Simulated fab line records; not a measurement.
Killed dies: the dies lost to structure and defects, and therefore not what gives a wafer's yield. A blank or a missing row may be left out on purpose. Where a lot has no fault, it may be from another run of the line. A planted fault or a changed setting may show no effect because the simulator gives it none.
fab line records | flow n5-finfet | part 1 of 2: steps 1 to 3 of 6
record: lots: 24 | wafers: 72 | last-day: 18
route steps=1938 shown HKMG_FIN@445 GATE_CUT@466
lots with no fault: from the same line, run without faults
start-h: hours from the record's first day to the start of the lot's first wafer shown | wait-h: time in hours since the lot's previous step | " identical to the entry in the row above | L1.1+2: a row that stands for several wafers | - no value, or no start was given | * or withheld: withheld | < > ~ a bound
route shown NAME@n: NAME is a module with steps in the file, n the number in the route of the first one | usual: mean/standard deviation of fault-free wafers | same: alike in all rows | chamber/n: place in a boat | sites: each site's reading | _std_site: the values' standard deviation | _edge_site: mean of outer sites minus mean of inner sites | radius-mm: for every site, how far away it sits from the centre of the wafer | mask NAME#n: copy n | behind: the most recent tool/chamber to have shaped the wafer | hold: why the lot was held/for how many hours/how that ended | device: transistor that didn't switch, given as n, p or np | end of line: the route-end tests of the same wafers | a step with no rows: only its recipe | killed: dies that structure and defects cost at the first sort, which is not the same as the wafer's yield | map: shows each die of a wafer: x if killed, . if not, _ if none is there
set.NAME: setting as actually run; set.NAME@STEP: the setting as run at that earlier step | model.NAME: the simulator's own value behind a step, which no gauge read
one table for each step of the route and one row for each wafer, over a sample of lots
services: when a tool's chamber went out of use (start-h, in hours from the record's first day, below 0 if earlier), for how many hours, and the reason
== steps ==
step: N5_HKMG_FIN_STRIP_89
recipe: chemistry: N2/H2 | material: SOC | time-s: 20 | power-w: 500 | temp-c: 40 | pressure-mtorr: 50 | rf-frequency-hz: 6e+07 | bias-power-w: 8 | h2-frac: 0.5 | n2-flow-sccm: 300 | h2-flow-sccm: 300
usual: bias-power-w: 8.001/0.021 | drypump-motor-current-A: 5.8/0.54 | oes-product-au: 0.78/0.082 | rf-vpp-V: 54.3/0.77 | showerhead-plenum-p-Torr: 3.41/0.12 | throttle-valve-pct: 19.0/0.45
lot.wafer | tool        | chamber | start-h | wait-h | bias-power-w | drypump-motor-current-A | oes-product-au | rf-hours-counter-h | rf-vpp-V | showerhead-plenum-p-Torr | throttle-valve-pct
L074.1    | rie-diel-06 | 3       | 74.86   | 0.0    | 8.001        | 5.4                     | 0.70           | 230                | 55.2     | 3.17                     | 19.1
L074.3    | "           | 2       | "       | "      | 8.003        | 6.3                     | 0.72           | 206                | 53.8     | 3.34                     | 19.5
L074.6    | "           | 1       | "       | "      | 7.962        | 6.6                     | 0.75           | -                  | 54.8     | 3.48                     | 18.6
L075.1    | rie-diel-01 | 1       | 84.95   | 0.0    | 8.027        | 5.8                     | 0.70           | 218                | 52.9     | 3.17                     | 18.4
L075.3    | "           | 2       | "       | "      | 8.059        | 5.2                     | 0.93           | 22                 | 54.7     | 3.59                     | 18.9
L075.4    | "           | 3       | "       | "      | 7.965        | 6.6                     | 0.72           | 223                | 54.8     | 3.46                     | 19.1
L077.1    | rie-diel-01 | 0       | 96.32   | 0.0    | 8.031        | 6.4                     | 0.78           | 94                 | 54.7     | 3.52                     | 18.6
L077.3    | "           | 2       | "       | "      | 7.988        | 5.2                     | 0.92           | 25                 | 54.4     | 3.59                     | 18.9
L077.6    | "           | 3       | "       | "      | 7.996        | 6.6                     | 0.72           | -                  | 53.7     | 3.46                     | 19.1
L076.1    | rie-diel-03 | 0       | 96.81   | 0.0    | 7.970        | 5.2                     | 0.96           | 5                  | 53.5     | 3.43                     | 18.5
L076.3    | "           | 3       | "       | "      | 7.982        | 6.0                     | 0.85           | 75                 | 54.0     | 3.24                     | 18.5
L076.6    | "           | 1       | "       | "      | 7.995        | 5.4                     | 0.75           | -                  | 54.6     | 3.49                     | 19.1
L078.2    | rie-diel-03 | 3       | 102.43  | 0.0    | 7.981        | 6.0                     | 0.85           | 77                 | 54.4     | 3.24                     | 18.5
L078.4    | "           | 0       | "       | "      | 8.012        | 5.2                     | 0.94           | 7                  | 54.0     | 3.43                     | 18.5
L078.5    | "           | 3       | "       | "      | 8.013        | 6.0                     | 0.84           | -                  | 53.3     | 3.24                     | 18.5
L079.1    | rie-diel-06 | 2       | 109.54  | 0.0    | 7.963        | 6.3                     | 0.71           | 218                | 53.0     | 3.34                     | 19.5
L079.3    | "           | 0       | "       | "      | 8.038        | 5.8                     | 0.70           | 193                | 54.3     | 3.47                     | 19.0
L079.4    | "           | 3       | "       | "      | 8.004        | 5.4                     | 0.68           | 243                | 54.1     | 3.16                     | 19.1
L080.2    | rie-diel-01 | 3       | 114.26  | 0.0    | 7.980        | 6.6                     | 0.72           | 234                | 53.2     | 3.45                     | 19.1
L080.4    | "           | 1       | "       | "      | 8.008        | 5.8                     | 0.68           | -                  | 52.7     | 3.16                     | 18.4
L080.5    | "           | 3       | "       | "      | 7.978        | 6.6                     | 0.72           | -                  | 53.7     | 3.45                     | 19.1
L081.1    | rie-diel-03 | 1       | 117.16  | 0.0    | 8.010        | 5.4                     | 0.74           | 163                | 53.9     | 3.48                     | 19.2
L081.4    | "           | 3       | "       | "      | 7.971        | 6.0                     | 0.84           | 82                 | 53.9     | 3.24                     | 18.5
L081.5    | "           | 3       | "       | "      | 7.960        | 5.9                     | 0.85           | -                  | 54.8     | 3.24                     | 18.5
L082.1    | rie-diel-03 | 2       | 125.33  | 0.0    | 8.025        | 5.0                     | 0.85           | 56                 | 54.2     | 3.43                     | 19.8
L082.3    | "           | 0       | "       | "      | 8.015        | 5.2                     | 0.91           | 16                 | 54.7     | 3.42                     | 18.6
L082.5    | "           | 0       | "       | "      | 7.998        | 5.2                     | 0.90           | -                  | 53.6     | 3.42                     | 18.6
L083.1    | rie-diel-06 | 0       | 130.65  | 0.0    | 8.018        | 5.7                     | 0.70           | 200                | 54.6     | 3.47                     | 19.0
L083.5    | "           | 0       | "       | "      | 8.006        | 5.8                     | 0.70           | -                  | 54.2     | 3.47                     | 19.0
L083.6    | "           | 1       | "       | "      | 8.012        | 6.6                     | 0.74           | -                  | 55.0     | 3.47                     | 18.6
L084.2    | rie-diel-01 | 1       | 137.48  | 0.0    | 7.990        | 5.7                     | 0.68           | 237                | 54.8     | 3.16                     | 18.4
L084.3    | "           | 3       | "       | "      | 8.018        | 6.6                     | 0.71           | 243                | 53.0     | 3.45                     | 19.1
L084.5    | "           | 2       | "       | "      | 8.012        | 5.2                     | 0.89           | -                  | 54.5     | 3.58                     | 19.0
L085.3    | rie-diel-01 | 0       | 143.17  | 0.0    | 8.003        | 6.3                     | 0.78           | 100                | 54.2     | 3.52                     | 18.6
L085.5    | "           | 2       | "       | "      | 7.977        | 5.2                     | 0.87           | -                  | 54.5     | 3.58                     | 19.0
L085.6    | "           | 3       | "       | "      | 8.012        | 6.6                     | 0.70           | -                  | 54.8     | 3.44                     | 19.1
L086.1    | rie-diel-06 | 2       | 155.50  | 0.0    | 7.983        | 6.3                     | 0.69           | 235                | 55.2     | 3.33                     | 19.5
L086.3    | "           | 0       | "       | "      | 8.013        | 5.8                     | 0.70           | 210                | 55.5     | 3.46                     | 19.1
L086.4    | "           | 0       | "       | "      | 8.001        | 5.7                     | 0.69           | -                  | 54.5     | 3.46                     | 19.0
L087.2    | rie-diel-03 | 3       | 156.23  | 0.0    | 7.977        | 6.0                     | 0.83           | 94                 | 53.8     | 3.23                     | 18.5
L087.3    | "           | 2       | "       | "      | 8.003        | 5.0                     | 0.85           | 65                 | 53.8     | 3.42                     | 19.9
L087.5    | "           | 0       | "       | "      | 8.000        | 5.2                     | 0.90           | -                  | 54.8     | 3.42                     | 18.6
L088.1    | rie-diel-01 | 2       | 162.61  | 0.0    | 7.988        | 5.2                     | 0.87           | 50                 | 54.6     | 3.58                     | 19.0
L088.4    | "           | 3       | "       | "      | 8.016        | 6.6                     | 0.70           | 252                | 55.6     | 3.44                     | 19.1
L088.5    | "           | 1       | "       | "      | 8.012        | 5.8                     | 0.68           | -                  | 54.4     | 3.15                     | 18.4
L089.1    | rie-diel-06 | 1       | 165.14  | 0.0    | 7.992        | 6.5                     | 0.72           | 201                | 54.7     | 3.46                     | 18.7
L089.5    | "           | 0       | "       | "      | 8.045        | 5.8                     | 0.69           | -                  | 54.2     | 3.46                     | 19.1
L089.6    | "           | 2       | "       | "      | 8.002        | 6.3                     | 0.70           | -                  | 54.3     | 3.32                     | 19.5
L091.3    | rie-diel-03 | 3       | 179.07  | 0.0    | 7.970        | 6.0                     | 0.82           | 100                | 55.7     | 3.23                     | 18.5
L091.4    | "           | 0       | "       | "      | 8.042        | 5.2                     | 0.89           | 28                 | 53.1     | 3.42                     | 18.6
L091.6    | "           | 1       | "       | "      | 7.988        | 5.5                     | 0.74           | -                  | 55.1     | 3.47                     | 19.2
L090.1    | rie-diel-06 | 3       | 179.89  | 0.0    | 7.989        | 5.4                     | 0.97           | 3                  | 53.9     | 3.56                     | 18.7
L090.3    | "           | 0       | "       | "      | 7.971        | 5.7                     | 0.69           | 220                | 54.3     | 3.45                     | 19.1
L090.5    | "           | 3       | "       | "      | 8.007        | 5.4                     | 0.96           | -                  | 54.5     | 3.56                     | 18.7
L092.3    | rie-diel-01 | 2       | 189.97  | 0.0    | 8.019        | 5.2                     | 0.86           | 59                 | 55.0     | 3.57                     | 19.0
L092.4    | "           | 1       | "       | "      | 7.959        | 5.8                     | 0.67           | -                  | 52.9     | 3.15                     | 18.4
L092.6    | "           | 2       | "       | "      | 8.013        | 5.2                     | 0.87           | -                  | 55.0     | 3.57                     | 19.0
L093.3    | rie-diel-03 | 1       | 199.42  | 0.0    | 7.999        | 5.5                     | 0.73           | 188                | 53.8     | 3.47                     | 19.2
L093.4    | "           | 3       | "       | "      | 8.010        | 6.0                     | 0.82           | 106                | 55.5     | 3.23                     | 18.5
L093.6    | "           | 1       | "       | "      | 7.989        | 5.4                     | 0.72           | -                  | 53.6     | 3.47                     | 19.2
L094.1    | rie-diel-03 | 0       | 203.62  | 0.0    | 7.995        | 5.2                     | 0.87           | 38                 | 53.0     | 3.41                     | 18.6
L094.5    | "           | 2       | "       | "      | 7.983        | 5.0                     | 0.82           | -                  | 55.1     | 3.41                     | 19.9
L094.6    | "           | 3       | "       | "      | 8.011        | 6.0                     | 0.82           | -                  | 53.9     | 3.23                     | 18.6
L095.2    | rie-diel-03 | 3       | 207.20  | 0.0    | 8.007        | 6.0                     | 0.81           | 109                | 54.1     | 3.22                     | 18.6
L095.4    | "           | 0       | "       | "      | 7.992        | 5.2                     | 0.87           | 39                 | 54.1     | 3.41                     | 18.6
L095.6    | "           | 1       | "       | "      | 7.964        | 5.5                     | 0.72           | -                  | 55.0     | 3.47                     | 19.2
L096.1    | rie-diel-01 | 3       | 215.51  | 0.0    | 7.993        | 6.6                     | 0.97           | 1                  | 54.3     | 3.44                     | 18.7
L096.5    | "           | 0       | "       | "      | 7.962        | 6.3                     | 0.75           | -                  | 54.8     | 3.50                     | 18.6
L096.6    | "           | 2       | "       | "      | 7.989        | 5.2                     | 0.84           | -                  | 54.6     | 3.57                     | 19.0
L097.1    | rie-diel-03 | 3       | 220.26  | 0.0    | 8.001        | 6.0                     | 0.80           | 114                | 53.3     | 3.22                     | 18.6
L097.2    | "           | 2       | "       | "      | 8.000        | 5.0                     | 0.81           | 87                 | 53.4     | 3.41                     | 19.9
L097.3    | "           | 1       | "       | "      | 7.992        | 5.5                     | 0.72           | 197                | 55.0     | 3.46                     | 19.2
step: N5_HKMG_FIN_NWFM_ALD_20
recipe: material: TiAlC | target-thk-a: 20 | temp-c: 300 | ald-precursor-family: TiCl4 | ald-co-reactant: TEA | pulse-time-s: 3 | purge-time-s: 2 | co-reactant-purge-time-s: 2 | co-reactant-pulse-time-s: 10 | ald-cycles: 7 | pressure-torr: 3
usual: chamber-pressure-Torr: 3.000/0.0067 | heater-power-w: 487/46 | precursor-pulse-height-rel: 1.002/0.02
lot.wafer | tool         | chamber | start-h | wait-h | chamber-pressure-Torr | heater-power-w | precursor-pulse-height-rel
L074.1    | ald-metal-02 | 0       | 75.43   | 0.3    | 3.008                 | 503            | 1.010
L074.3    | "            | 1       | "       | "      | 3.000                 | 437            | 1.010
L074.6    | "            | 3       | "       | "      | 2.995                 | 604            | 0.995
L075.1    | ald-metal-01 | 3       | 85.52   | 0.3    | 2.996                 | 444            | 0.993
L075.3    | "            | 1       | "       | "      | 3.003                 | 446            | 1.012
L075.4    | "            | 0       | "       | "      | 3.001                 | 484            | 0.979
L077.1    | ald-metal-02 | 1       | 96.90   | 0.3    | 2.997                 | 435            | 1.032
L077.3    | "            | 0       | "       | "      | 3.005                 | 514            | 1.037
L077.6    | "            | 0       | "       | "      | 3.010                 | 519            | 1.001
L076.1    | ald-metal-01 | 1       | 97.38   | 0.3    | 2.997                 | 437            | 1.029
L076.3    | "            | 2       | "       | "      | 2.989                 | 416            | 0.976
L076.6    | "            | 0       | "       | "      | 3.005                 | 489            | 0.988
L078.2    | ald-metal-04 | 3       | 103.00  | 0.3    | 3.001                 | 498            | 1.023
L078.4    | "            | 0       | "       | "      | 2.989                 | 479            | 1.007
L078.5    | "            | 0       | "       | "      | 3.004                 | 465            | 0.977
L079.1    | ald-metal-01 | 2       | 110.11  | 0.3    | 3.001                 | 433            | 0.976
L079.3    | "            | 3       | "       | "      | 2.995                 | 435            | 0.972
L079.4    | "            | 1       | "       | "      | 2.996                 | 428            | 1.002
L080.2    | ald-metal-04 | 0       | 114.84  | 0.3    | 3.002                 | 462            | 0.967
L080.4    | "            | 2       | "       | "      | 2.992                 | 491            | 0.962
L080.5    | "            | 3       | "       | "      | 3.010                 | 514            | 1.005
L081.1    | ald-metal-02 | 0       | 117.74  | 0.3    | 3.005                 | 506            | 1.040
L081.4    | "            | 2       | "       | "      | 3.008                 | 508            | 1.041
L081.5    | "            | 0       | "       | "      | 3.013                 | 510            | 0.995
L082.1    | ald-metal-01 | 3       | 125.91  | 0.3    | 2.997                 | 445            | 1.000
L082.3    | "            | 2       | "       | "      | 2.999                 | 422            | 1.007
L082.5    | "            | 2       | "       | "      | 3.014                 | 424            | 0.996
L083.1    | ald-metal-04 | 1       | 131.23  | 0.3    | 3.006                 | 511            | 0.975
L083.5    | "            | 2       | "       | "      | 3.011                 | 492            | 1.013
L083.6    | "            | 1       | "       | "      | 2.999                 | 521            | 0.969
L084.2    | ald-metal-02 | 2       | 138.05  | 0.3    | 2.995                 | 509            | 1.023
L084.3    | "            | 1       | "       | "      | 3.004                 | 442            | 1.004
L084.5    | "            | 0       | "       | "      | 2.996                 | 493            | 0.963
L085.3    | ald-metal-04 | 3       | 143.75  | 0.1    | 3.001                 | 507            | 0.984
L085.5    | "            | 0       | "       | "      | 2.992                 | 469            | 0.976
L085.6    | "            | 3       | "       | "      | 2.997                 | 508            | 1.004
L086.1    | ald-metal-02 | 1       | 156.14  | 0.3    | 3.009                 | 441            | 1.021
L086.3    | "            | 0       | "       | "      | 2.984                 | 510            | 0.997
L086.4    | "            | 3       | "       | "      | 2.994                 | 577            | 0.995
L087.2    | ald-metal-01 | 2       | 156.80  | 0.3    | 2.995                 | 432            | 0.964
L087.3    | "            | 3       | "       | "      | 3.010                 | 438            | 0.987
L087.5    | "            | 1       | "       | "      | 3.003                 | 425            | 0.991
L088.1    | ald-metal-02 | 3       | 163.18  | 0.3    | 3.002                 | 586            | 1.006
L088.4    | "            | 0       | "       | "      | 3.008                 | 516            | 1.025
L088.5    | "            | 3       | "       | "      | 3.000                 | 582            | 0.979
L089.1    | ald-metal-04 | 0       | 165.71  | 0.3    | 2.995                 | 464            | 0.990
L089.5    | "            | 1       | "       | "      | 3.015                 | 505            | 0.994
L089.6    | "            | 0       | "       | "      | 2.985                 | 471            | 0.986
L091.3    | ald-metal-04 | 2       | 179.65  | 0.1    | 3.011                 | 493            | 0.981
L091.4    | "            | 1       | "       | "      | 3.000                 | 521            | 1.016
L091.6    | "            | 1       | "       | "      | 2.996                 | 507            | 1.021
L090.1    | ald-metal-02 | 0       | 180.47  | 0.3    | 3.005                 | 511            | 0.988
L090.3    | "            | 1       | "       | "      | 2.998                 | 433            | 1.002
L090.5    | "            | 2       | "       | "      | 3.006                 | 524            | 1.005
L092.3    | ald-metal-02 | 2       | 190.55  | 0.1    | 3.004                 | 496            | 0.957
L092.4    | "            | 0       | "       | "      | 2.997                 | 501            | 1.008
L092.6    | "            | 2       | "       | "      | 3.007                 | 513            | 1.042
L093.3    | ald-metal-01 | 3       | 199.99  | 0.1    | 3.005                 | 435            | 0.993
L093.4    | "            | 3       | "       | "      | 2.999                 | 444            | 1.020
L093.6    | "            | 2       | "       | "      | 3.007                 | 419            | 0.979
L094.1    | ald-metal-04 | 2       | 204.20  | 0.3    | 3.010                 | 501            | 0.998
L094.5    | "            | 3       | "       | "      | 2.993                 | 508            | 1.018
L094.6    | "            | 0       | "       | "      | 2.995                 | 465            | 1.023
L095.2    | ald-metal-04 | 0       | 207.77  | 0.3    | 3.000                 | 469            | 0.986
L095.4    | "            | 2       | "       | "      | 2.992                 | 487            | 0.997
L095.6    | "            | 3       | "       | "      | 2.991                 | 503            | 0.985
L096.1    | ald-metal-01 | 3       | 216.08  | 0.3    | 3.005                 | 442            | 0.979
L096.5    | "            | 2       | "       | "      | 3.009                 | 418            | 1.007
L096.6    | "            | 3       | "       | "      | 3.012                 | 432            | 0.986
L097.1    | ald-metal-01 | 0       | 221.02  | 0.3    | 3.006                 | 491            | 1.005
L097.2    | "            | 1       | "       | "      | 3.001                 | 423            | 1.014
L097.3    | "            | 2       | "       | "      | 2.999                 | 428            | 1.031
step: N5_HKMG_FIN_CMP_23
recipe: stop-on: SiNx | t-overpolish-s: 10 | post-cmp-clean: rinse-only | down-force-psi: 4 | platen-rpm: 50.289 | pad-velocity-m-s: 1.0006 | target-thk-nm: 46.326
usual: motor-current-A: 11.6/1 | overpolish-run-s: 9.98/0.14 | retaining-ring-pressure-frac: 1.000/0.0045 | time-to-endpoint-s: 12.7/2.5
lot.wafer | tool   | chamber | start-h | wait-h | motor-current-A | overpolish-run-s | retaining-ring-pressure-frac | time-to-endpoint-s
L074.3    | cmp-04 | 0       | 77.27   | 0.1    | 13.7            | 9.99             | 0.992                        | 8.5
L074.1    | "      | 2       | "       | "      | 9.9             | 10.01            | 0.994                        | 13.1
L074.6    | "      | 3       | "       | "      | 12.4            | 10.00            | 0.994                        | 9.2
L075.3    | cmp-01 | 1       | 87.40   | 0.0    | 13.2            | 10.00            | 0.994                        | 10.5
L075.1    | "      | 2       | "       | "      | 11.2            | 10.01            | 1.013                        | 7.4
L075.4    | "      | 3       | "       | "      | 11.2            | 10.01            | 0.994                        | 11.0
L077.1    | cmp-03 | 2       | 98.61   | 0.0    | 10.1            | 10.01            | 0.998                        | 17.0
L077.3    | "      | 3       | "       | "      | 11.8            | 9.99             | 0.999                        | 11.0
L077.6    | "      | 2       | "       | "      | 9.5             | 10.00            | 0.997                        | 12.1
L076.1    | cmp-01 | 3       | 99.15   | 0.0    | 10.9            | 10.01            | 1.000                        | 14.5
L076.3    | "      | 2       | "       | "      | 10.7            | 10.01            | 0.997                        | 9.8
L076.6    | "      | 0       | "       | "      | 11.4            | 10.00            | 0.999                        | 13.0
L078.2    | cmp-01 | 2       | 104.72  | 0.0    | 11.2            | 10.00            | 0.988                        | 11.2
L078.4    | "      | 0       | "       | "      | 11.5            | 9.99             | 0.999                        | 13.5
L078.5    | "      | 2       | "       | "      | 11.2            | 10.02            | 0.993                        | 10.4
L079.4    | cmp-03 | 1       | 111.82  | 0.0    | 12.0            | 10.01            | 1.005                        | 10.7
L079.3    | "      | 2       | "       | "      | 9.7             | 9.99             | 0.999                        | 14.5
L079.1    | "      | 3       | "       | "      | 11.7            | 10.01            | 1.002                        | 12.8
L080.4    | cmp-03 | 3       | 116.55  | 0.0    | 12.1            | 9.99             | 0.997                        | 11.5
L080.2    | "      | 1       | "       | "      | 11.6            | 10.00            | 0.999                        | 14.4
L080.5    | "      | 0       | "       | "      | 12.4            | 10.00            | 0.987                        | 12.6
L081.4    | cmp-03 | 0       | 119.45  | 0.0    | 12.7            | 10.01            | 0.999                        | 10.9
L081.1    | "      | 2       | "       | "      | 9.6             | 10.00            | 0.997                        | 14.8
L081.5    | "      | 0       | "       | "      | 12.3            | 10.00            | 1.003                        | 9.5
L082.1    | cmp-03 | 3       | 127.62  | 0.0    | 11.7            | 9.99             | 1.000                        | 11.6
L082.3    | "      | 0       | "       | "      | 12.4            | 10.00            | 1.002                        | 10.3
L082.5    | "      | 3       | "       | "      | 12.1            | 9.99             | 0.991                        | 12.9
L083.1    | cmp-04 | 1       | 133.10  | 0.2    | 11.6            | 10.00            | 0.990                        | 12.9
L083.6    | "      | 3       | "       | "      | 12.3            | 10.01            | 1.001                        | 11.8
L083.5    | "      | 0       | "       | "      | 12.8            | 10.01            | 1.002                        | 9.4
L084.3    | cmp-04 | 2       | 139.76  | 0.0    | 11.1            | 10.01            | 0.997                        | 15.4
L084.2    | "      | 3       | "       | "      | 12.0            | 10.00            | 0.998                        | 9.4
L084.5    | "      | 3       | "       | "      | 12.1            | 9.98             | 0.998                        | 10.6
L085.3    | cmp-01 | 0       | 145.54  | 0.1    | 11.4            | 9.99             | 0.998                        | 13.1
L085.5    | "      | 3       | "       | "      | 11.7            | 10.00            | 1.004                        | 12.7
L085.6    | "      | 0       | "       | "      | 11.2            | 10.00            | 0.997                        | 13.3
L086.3    | cmp-01 | 2       | 157.85  | 0.0    | 11.2            | 10.01            | 1.007                        | 7.6
L086.4    | "      | 3       | "       | "      | 11.1            | 10.01            | 0.998                        | 11.9
L086.1    | "      | 0       | "       | "      | 11.7            | 9.99             | 1.001                        | 11.3
L087.3    | cmp-03 | 2       | 158.63  | 0.1    | 10.0            | 9.98             | 0.998                        | 17.8
L087.2    | "      | 3       | "       | "      | 11.9            | 10.00            | 0.999                        | 12.8
L087.5    | "      | 2       | "       | "      | 9.6             | 9.98             | 1.000                        | 16.5
L088.4    | cmp-03 | 2       | 165.05  | 0.2    | 9.9             | 9.99             | 0.994                        | 13.8
L088.1    | "      | 3       | "       | "      | 12.1            | 10.00            | 1.004                        | 13.2
L088.5    | "      | 1       | "       | "      | 11.0            | 10.00            | 0.998                        | 15.2
L089.1    | cmp-03 | 1       | 167.67  | 0.2    | 11.6            | 10.00            | 1.002                        | 10.3
L089.5    | "      | 3       | "       | "      | 11.4            | 9.98             | 1.007                        | 12.4
L089.6    | "      | 0       | "       | "      | 12.0            | 9.99             | 0.995                        | 11.0
L091.4    | cmp-03 | 2       | 181.52  | 0.2    | 10.0            | 9.98             | 0.998                        | 17.4
L091.3    | "      | 3       | "       | "      | 12.3            | 9.99             | 1.008                        | 13.3
L091.6    | "      | 1       | "       | "      | 11.3            | 10.01            | 1.001                        | 12.9
L090.3    | cmp-01 | 0       | 182.19  | 0.0    | 11.5            | 9.99             | 1.002                        | 12.9
L090.1    | "      | 2       | "       | "      | 10.9            | 9.99             | 1.002                        | 6.9
L090.5    | "      | 1       | "       | "      | 13.3            | 10.00            | 1.003                        | 14.2
L092.3    | cmp-03 | 1       | 192.34  | 0.1    | 11.5            | 9.99             | 0.994                        | 16.2
L092.4    | "      | 2       | "       | "      | 10.3            | 9.99             | 1.007                        | 17.9
L092.6    | "      | 1       | "       | "      | 12.2            | 10.01            | 0.998                        | 14.2
L093.4    | cmp-01 | 2       | 201.71  | 0.0    | 11.4            | 10.00            | 1.001                        | 8.6
L093.3    | "      | 3       | "       | "      | 11.0            | 10.01            | 1.000                        | 14.2
L093.6    | "      | 2       | "       | "      | 11.3            | 9.99             | 1.003                        | 10.5
L094.1    | cmp-03 | 0       | 206.19  | 0.3    | 13.0            | 9.98             | 1.010                        | 15.4
L094.6    | "      | 1       | "       | "      | 11.6            | 10.00            | 0.998                        | 17.1
L094.5    | "      | 2       | "       | "      | 9.4             | 8.78             | 1.001                        | 20.5
L095.2    | cmp-03 | 3       | 209.49  | 0.0    | 12.2            | 10.00            | 0.993                        | 13.1
L095.4    | "      | 0       | "       | "      | 11.8            | 10.01            | 1.000                        | 14.9
L095.6    | "      | 0       | "       | "      | 12.9            | 10.01            | 0.997                        | 12.8
L096.1    | cmp-01 | 1       | 218.06  | 0.2    | 13.0            | 9.99             | 1.003                        | 14.6
L096.5    | "      | 3       | "       | "      | 11.4            | 9.99             | 1.003                        | 11.9
L096.6    | "      | 0       | "       | "      | 11.8            | 9.98             | 0.998                        | 14.3
L097.1    | cmp-03 | 2       | 222.74  | 0.0    | 9.6             | 10.00            | 0.989                        | 15.3
L097.2    | "      | 3       | "       | "      | 11.4            | 10.00            | 1.001                        | 11.5
L097.3    | "      | 1       | "       | "      | 12.2            | 10.00            | 1.000                        | 14.4
